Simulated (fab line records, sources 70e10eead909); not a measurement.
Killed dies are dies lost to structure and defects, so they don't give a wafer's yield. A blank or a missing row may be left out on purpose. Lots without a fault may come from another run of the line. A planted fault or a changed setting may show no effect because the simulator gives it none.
Chamber matching | flow nand_harc | NHARC_A_M1_ETCH_35 on rie_diel-02: 4 sister chambers
The step etches the open film in N2/H2, target depth 40 nm, overetch 12 nm, time 43.94 s. 4 wafers are shown with their chamber, then 7 later ones without.

WAFERS WITH THEIR CHAMBER
wafer  | chamber | drypump_motor_current_A (A)
L574.2 | 3       | 5.83
L574.6 | 2       | 5.53
L576.1 | 1       | 6.26
L576.3 | 0       | 5.73

WAFERS WITHOUT THEIR CHAMBER
wafer  | drypump_motor_current_A (A)
L576.4 | 5.50
L575.3 | 6.21
L575.4 | 5.51
L575.5 | 5.82
L582.1 | 5.71
L582.4 | 5.83
L582.5 | 5.71

WHICH CHAMBER EACH WENT THROUGH
wafer  | from the rows above | in truth
L576.4 | 2                   | 2
L575.3 | 1                   | 1
L575.4 | 2                   | 2
L575.5 | 3                   | 3
L582.1 | 0                   | 0
L582.4 | 3                   | 3
L582.5 | 0                   | 0
Placed correctly: 7 of 7. Can't be placed from these rows: 0. Placed wrongly: 0.
How it was worked out, from the rows above alone: a wafer's distance from a chamber is the root of the sum, over the readings, of the square of ((its reading less the chamber's mean) divided by the reading's scatter). The wafer belongs to the nearest chamber; if the next one is less than 2 further off, it can't be placed. A chamber's mean is the mean of its shown wafers. The scatter: with one shown wafer a chamber, the root of the mean of the squares of how far each hidden wafer lies from its nearest shown one.
